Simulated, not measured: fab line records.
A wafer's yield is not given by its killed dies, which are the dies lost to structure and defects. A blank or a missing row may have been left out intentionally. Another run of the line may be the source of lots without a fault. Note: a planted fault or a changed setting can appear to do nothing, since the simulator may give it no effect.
fab line records	flow n5-finfet
[record] lots = 13	wafers = 38	last-day = 18
route steps=1938 shown SD_EPI_P@311 SD_ACTIVATION@330 PASSIVATION@1936
lots untouched by any fault: they come from a run of this same line in which no faults occurred
start-h: the number of hours between the record's first day and the start of the first shown wafer of the lot	wait-h: hours since the lot's step before	" the same as in the row above	L1.1+2: one row covering several wafers at once	- no value, or no start was given	* or withheld: withheld	< > ~ a bound
route shown NAME@n: NAME is a module with steps in the file, n the number in the route of the first one	usual: average and standard deviation across the fault-free wafers	same: alike in all rows	chamber/n: place in a boat	sites: each site's reading	_std_site: standard deviation of those values	_edge_site: mean of outer sites minus mean of inner sites	radius-mm: how far each site lies from the wafer's centre	mask NAME#n: copy n	behind: the most recent tool/chamber to have shaped the wafer	hold: what put the lot on hold/how long, in hours/how the hold closed	device: whichever transistor did not switch (one of n, p or np)	end of line: at the end of the route, the tests of the same wafers	a step with no rows: only its recipe	killed: dies that structure and defects cost at the first sort, which is not the same as the wafer's yield	map: a wafer's dies, x killed, . not, _ none there
set.NAME: the setting that was run; set.NAME@STEP: the one run at that earlier step	model.NAME: the simulator's own value behind a step, which no gauge read
steps of the route over a sample of lots; a table a step, a row a wafer
services: when a tool's chamber went out of use (start-h, in hours from the record's first day, below 0 if earlier), for how many hours, and the reason
[[steps]]
[step N5_SD_EPI_P_ETCH_47]
[recipe] chemistry = CH3F/O2	target = SiOCN	target-depth-a = 250	mask-material = SOC	ion-energy-ev = 60	bias-w = 29	pressure-mtorr = 30	source-w = 410	Ar_flow_sccm = 150	CH3F_flow_sccm = 30	O2_flow_sccm = 20
[usual] drypump-motor-current-A = 5.9/0.58	mfc-ar-sccm = 150.1/0.41	oes-product-au = 0.79/0.093	rf-vpp-V = 129.2/2.5	showerhead-plenum-p-Torr = 2.00/0.06	throttle-valve-pct = 16.4/0.3
lot.wafer	tool	chamber	start-h	wait-h	drypump-motor-current-A	mfc-ar-sccm	oes-product-au	rf-hours-counter-h	rf-vpp-V	showerhead-plenum-p-Torr	throttle-valve-pct
L787.2	rie-diel-03	3	71.83	0.1	6.2	150.0	0.74	173	132.3	2.09	16.3
L787.3	"	2	"	"	5.5	150.4	0.71	189	131.0	1.91	16.5
L787.4	"	0	"	"	5.0	149.8	0.91	36	128.9	2.03	15.8
L790.1	rie-diel-03	1	87.70	0.1	5.3	150.1	0.78	144	131.0	2.01	16.2
L790.3	"	3	"	"	6.2	151.4	0.74	177	130.8	2.09	16.3
L790.6	"	1	"	"	5.3	150.3	0.78	-	130.4	2.01	16.2
L794.2	rie-diel-01	0	107.49	0.1	4.7	150.3	0.94	19	125.7	2.04	16.0
L794.5	"	1	"	"	5.2	150.5	0.73	-	123.8	1.97	16.5
L794.6	"	0	"	"	4.7	150.0	0.94	-	125.4	2.04	16.0
L796.2	rie-diel-01	0	121.65	0.1	4.7	149.5	0.92	25	124.6	2.03	16.0
L796.5	"	3	"	"	6.4	150.4	0.91	-	128.6	1.97	16.2
L796.6	"	0	"	"	4.8	151.0	0.92	-	123.3	2.04	16.1
L797.1	rie-diel-03	1	128.04	0.1	5.3	150.2	0.77	157	128.4	2.01	16.2
L797.3	"	0	"	"	5.0	150.2	0.88	50	127.7	2.02	15.8
L797.5	"	0	"	"	5.0	149.6	0.87	-	129.1	2.02	15.8
L799.1	rie-diel-03	2	139.60	0.1	5.5	149.7	0.70	212	130.8	1.91	16.6
L799.3	"	3	"	"	6.2	149.2	0.73	190	130.7	2.08	16.4
L799.4	"	2	"	"	5.5	149.5	0.70	-	129.7	1.91	16.6
L801.2	rie-diel-04	0	149.87	0.1	5.7	149.9	0.68	235	128.0	2.05	16.9
L801.3	"	2	"	"	5.7	149.9	0.91	12	134.9	2.07	16.4
L801.5	"	1	"	"	6.5	150.4	0.80	-	129.5	2.03	16.4
L803.1	rie-diel-01	1	162.36	0.1	5.2	149.4	0.70	202	123.5	1.96	16.6
L803.3	"	0	"	"	4.7	150.2	0.89	38	125.2	2.03	16.1
L804.3	rie-diel-01	2	170.52	0.1	6.1	150.1	0.97	13	128.4	1.95	15.8
L804.4	"	3	"	"	6.4	149.8	0.87	54	128.0	1.97	16.2
L804.6	"	2	"	"	6.1	150.4	0.98	-	128.0	1.95	15.8
L805.1	rie-diel-04	2	174.75	0.1	5.7	149.8	0.90	19	132.4	2.07	16.4
L805.5	"	3	"	"	6.6	149.6	0.72	-	131.2	1.91	16.6
L805.6	"	0	"	"	5.7	150.4	0.66	-	127.7	2.05	16.9
L806.2	rie-diel-04	2	180.48	0.1	5.7	149.6	0.88	21	132.4	2.07	16.4
L806.3	"	1	"	"	6.5	149.4	0.79	105	131.3	2.03	16.4
L806.4	"	0	"	"	5.7	149.8	0.67	245	127.0	2.05	16.9
L807.2	rie-diel-04	1	187.10	0.1	6.5	149.6	0.79	107	131.4	2.03	16.4
L807.4	"	3	"	"	6.6	149.9	0.72	190	130.4	1.91	16.6
L807.6	"	1	"	"	6.5	149.6	0.79	-	130.1	2.03	16.4
L808.3	rie-diel-04	0	192.42	0.1	5.7	150.7	0.65	249	128.5	2.05	16.9
L808.5	"	1	"	"	6.5	150.6	0.78	-	131.3	2.03	16.4
L808.6	"	2	"	"	5.7	150.0	0.87	-	132.3	2.06	16.4
[step N5_SD_EPI_P_STRIP_40]
[recipe] chemistry = N2/H2	power-w = 1000	temp-c = 250	h2-frac = 0.65	overash-fraction = 0.3	pressure-mtorr = withheld	n2-flow-sccm = 1750	h2-flow-sccm = 3250
[usual] drypump-motor-current-A = 5.6/0.32	heater-power-w = 350/23	oes-product-au = 0.761/0.011
lot.wafer	tool	chamber	start-h	wait-h	drypump-motor-current-A	heater-power-w	oes-product-au	rf-hours-counter-h
L787.2	plasma-asher-02	0	72.14	0.0	5.8	339	0.776	86
L787.3	"	0	"	"	5.8	338	0.755	-
L787.4	"	1	"	"	5.0	312	0.777	-
L790.1	plasma-asher-01	1	88.01	0.0	5.5	365	0.746	40
L790.3	"	0	"	"	5.9	367	0.765	-
L790.6	"	1	"	"	5.5	362	0.762	-
L794.2	plasma-asher-01	0	107.80	0.0	6.0	378	0.741	44
L794.5	"	0	"	"	6.0	376	0.757	-
L794.6	"	1	"	"	5.5	351	0.786	-
L796.2	plasma-asher-02	0	121.97	0.0	5.7	341	0.762	96
L796.5	"	1	"	"	5.1	314	0.759	-
L796.6	"	0	"	"	5.8	344	0.778	-
L797.1	plasma-asher-01	1	128.36	0.0	5.5	364	0.755	49
L797.3	"	1	"	"	5.6	355	0.755	-
L797.5	"	0	"	"	6.0	372	0.751	-
L799.1	plasma-asher-01	1	139.92	0.0	5.5	359	0.760	51
L799.3	"	1	"	"	5.5	359	0.764	-
L799.4	"	0	"	"	5.9	366	0.767	-
L801.2	plasma-asher-01	1	150.19	0.0	5.6	366	0.783	53
L801.3	"	1	"	"	5.6	362	0.759	-
L801.5	"	1	"	"	5.6	359	0.769	-
L803.1	plasma-asher-01	1	162.68	0.0	5.5	350	0.750	56
L803.3	"	0	"	"	6.0	371	0.771	-
L804.3	plasma-asher-01	1	170.86	0.0	5.5	346	0.771	-
L804.4	"	0	"	"	5.9	377	0.768	-
L804.6	"	0	"	"	6.0	384	0.762	-
L805.1	plasma-asher-01	0	175.06	0.0	5.9	374	0.752	58
L805.5	"	1	"	"	5.6	360	0.759	-
L805.6	"	0	"	"	6.0	375	0.775	-
L806.2	plasma-asher-02	0	180.79	0.0	5.8	340	0.746	107
L806.3	"	1	"	"	5.0	310	0.758	-
L806.4	"	0	"	"	5.8	336	0.758	-
L807.2	plasma-asher-01	1	187.42	0.0	5.6	357	0.774	61
L807.4	"	0	"	"	5.9	367	0.763	-
L807.6	"	1	"	"	5.6	351	0.757	-
L808.3	plasma-asher-02	0	192.75	0.0	5.8	348	0.764	-
L808.5	"	0	"	"	5.7	337	0.761	-
L808.6	"	1	"	"	5.1	315	0.748	-
[step N5_SD_EPI_P_VAPOR_ETCH_44]
[recipe] chemistry = NF3/Ar	target = SiGe30	temp-c = 25	time-s = 3.3	mode = isotropic
lot.wafer	tool	chamber	start-h	wait-h
L787.2+3+4	epi-rpcvd-02	0	72.51	0.1
L790.1+3+6	epi-rpcvd-03	0	88.35	0.1
L794.2+5+6	epi-rpcvd-03	0	108.17	0.1
L794.2+5+6	epi-rpcvd-03	0	108.52	0.3
L796.2+5+6	epi-rpcvd-02	0	122.41	0.2
L796.2+5+6	epi-rpcvd-02	0	122.81	0.4
L797.1+3+5	epi-rpcvd-03	0	128.69	0.1
L799.1+3+4	epi-rpcvd-02	0	140.32	0.2
L801.2+3+5	epi-rpcvd-02	0	150.63	0.2
L803.1+3	epi-rpcvd-02	0	163.07	0.2
L804.3+4+6	epi-rpcvd-03	0	171.23	0.1
L805.1+5+6	epi-rpcvd-01	0	175.46	0.2
L806.2+3+4	epi-rpcvd-01	0	181.16	0.1
L807.2+4+6	epi-rpcvd-01	0	187.79	0.1
L808.3+5+6	epi-rpcvd-01	0	193.17	0.1
[step N5_SD_ACTIVATION_RTA_00]
[recipe] temp-c = 975	time-s = 0	ambient = N2	idle-temp-c = 600	ramp-up-c-per-s = 150	ramp-down-c-per-s = 60	cool-to-c = 600
[usual] lamp-power-pct = 8.95/0.054	wafer_temp_C_max = 975.0/1.8
lot.wafer	tool	chamber	start-h	wait-h	lamp-power-pct	wafer_temp_C_max
L787.2	rtp-anneal-02	0	75.09	0.1	8.95	974.1
L787.3	"	0	"	"	8.98	973.0
L787.4	"	0	"	"	8.93	973.7
L790.1	rtp-anneal-01	0	90.93	0.0	8.85	977.2
L790.3	"	0	"	"	8.88	975.1
L790.6	"	0	"	"	8.99	972.9
L794.2	rtp-anneal-01	0	111.28	0.2	8.98	973.6
L794.5	"	0	"	"	8.97	973.7
L794.6	"	0	"	"	9.04	975.4
L796.2	rtp-anneal-01	0	126.23	0.1	8.88	978.3
L796.5	"	0	"	"	8.88	971.9
L796.6	"	0	"	"	8.96	977.6
L797.1	rtp-anneal-02	0	131.27	0.0	8.96	977.4
L797.3	"	0	"	"	9.02	972.7
L797.5	"	0	"	"	8.90	971.9
L799.1	rtp-anneal-02	0	143.67	0.0	8.95	971.8
L799.3	"	0	"	"	8.93	975.6
L799.4	"	0	"	"	8.93	972.8
L801.2	rtp-anneal-01	0	154.01	0.1	8.99	973.6
L801.3	"	0	"	"	8.90	977.3
L801.5	"	0	"	"	8.87	973.8
L803.1	rtp-anneal-02	0	166.43	0.0	8.97	977.3
L803.3	"	0	"	"	8.91	972.7
L804.3	rtp-anneal-02	0	173.81	0.1	8.91	975.4
L804.4	"	0	"	"	8.92	976.2
L804.6	"	0	"	"	9.04	975.3
L805.1	rtp-anneal-02	0	178.12	0.0	8.87	973.8
L805.5	"	0	"	"	8.98	976.8
L805.6	"	0	"	"	8.94	974.6
L806.2	rtp-anneal-02	0	183.73	0.1	9.03	977.9
L806.3	"	0	"	"	8.97	971.2
L806.4	"	0	"	"	9.01	976.3
L807.2	rtp-anneal-01	0	190.50	0.2	8.91	972.9
L807.4	"	0	"	"	8.97	973.6
L807.6	"	0	"	"	9.05	977.5
L808.3	rtp-anneal-02	0	195.75	0.1	8.93	973.8
L808.5	"	0	"	"	8.96	974.3
L808.6	"	0	"	"	8.94	975.1
[step N5_PASSIVATION_PROBE_49]
[usual] killed_at_M0_to_M3 = 36/10	killed_at_M4_up = 13/5.5	killed-at-contacts = 12/5.6	killed-at-front-end = 42/12	killed-at-other = 4/3.2	killed-dies = 108/18	killed-open = 71/13	killed-short = 34/7.8
[same] gross-dies = 1180	killed-at-back-side = 0
lot.wafer	tool	chamber	start-h	wait-h	killed_at_M0_to_M3	killed_at_M4_up	killed-at-contacts	killed-at-front-end	killed-at-other	killed-dies	killed-open	killed-short
L799.1	prober-01	-	376.66	0.0	33	5	8	61	4	111	70	36
L799.3	prober-01	-	376.76	0.1	26	4	18	70	4	122	92	29
L799.4	prober-01	-	376.81	0.2	33	7	12	89	4	145	95	49
// killed by level:class
L799.1 FIN_SAQP:geometric-particle:open=19 STI_FIN_REVEAL:geometric-particle:open=15 BEOL_M0_SAQP:geometric-particle:short=12 MOL_CONTACT_COAG:geometric-particle:open=8 FIN_SAQP:geometric-particle:short=7 BEOL_M0_SAQP:geometric-particle:open=7 HKMG_FIN:area-etch=5 BEOL_M1:geometric-particle:open=4
L799.3 FIN_SAQP:geometric-particle:open=33 MOL_CONTACT_COAG:geometric-particle:open=16 FIN_SAQP:geometric-particle:short=12 STI_FIN_REVEAL:geometric-particle:open=7 BEOL_M0_SAQP:geometric-particle:short=6 GATE_CUT:geometric-particle:open=5 BEOL_M1:geometric-particle:open=5 BEOL_M3:geometric-particle:open=5
L799.4 FIN_SAQP:geometric-particle:open=23 STI_FIN_REVEAL:geometric-particle:open=20 FIN_SAQP:geometric-particle:short=17 BEOL_M3:geometric-particle:open=10 MOL_CONTACT_COAG:geometric-particle:open=9 BEOL_M0_SAQP:geometric-particle:open=6 STI_FIN_REVEAL:geometric-particle:short=5 BEOL_M0_SAQP:geometric-particle:short=5
[[services]]
tool	chamber	start-h	hours	kind
plasma-asher-01	-	52.56	3.0	repair
rie-diel-01	-	61.20	4.3	pm
rtp-anneal-02	-	62.01	1.5	pm
rie-diel-03	-	63.79	0.7	repair
rie-diel-03	0	86.86	11.8	repair
plasma-asher-02	-	88.29	2.8	pm
rie-diel-03	3	95.85	18.6	repair
rie-diel-04	2	97.76	-	clean
rie-diel-04	2	97.76	-	consumable-replace:focus-ring
rie-diel-04	2	97.76	20.2	scheduled-down
rie-diel-04	2	97.76	20.2	vent-cycle
rie-diel-01	2	107.64	-	clean
rie-diel-01	2	107.64	-	consumable-replace:focus-ring
rie-diel-01	2	107.64	24.5	scheduled-down
rie-diel-01	2	107.64	24.5	vent-cycle
rie-diel-04	1	129.49	9.0	repair
rie-diel-04	0	130.52	10.4	repair
rie-diel-04	1	139.52	4.0	repair
plasma-asher-01	-	191.35	14.6	pm
[[key]]
[first-sign] step = N5_SD_EPI_P_VAPOR_ETCH_44	reading = visit	direction = added
effect none on later readings
met-at N5_SD_EPI_P_VAPOR_ETCH_44
struck-lots L794,L796
rows-end L794.2,L794.5,L794.6
tester-left-out L796
not-acting-at N5_SD_EPI_P_ETCH_47,N5_SD_EPI_P_STRIP_40,N5_SD_ACTIVATION_RTA_00
[fault] kind = repeated-step-whole	tool = epi-rpcvd-01,epi-rpcvd-02,epi-rpcvd-03	chamber = -	onset-h = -	steps = N5_SD_EPI_P_VAPOR_ETCH_44	times = 1	scope = struck-lots-only
// tester-left-out: of these lots the tester's yield and bins aren't shown, on N5 and GAA mostly nor the transistor test; their killed dies are dies lost to structure and defects alone, not to doping, threshold or leakage, so they don't give the yield
// rows-end: these wafers met a further fault down the route, and their rows from its step on are left out
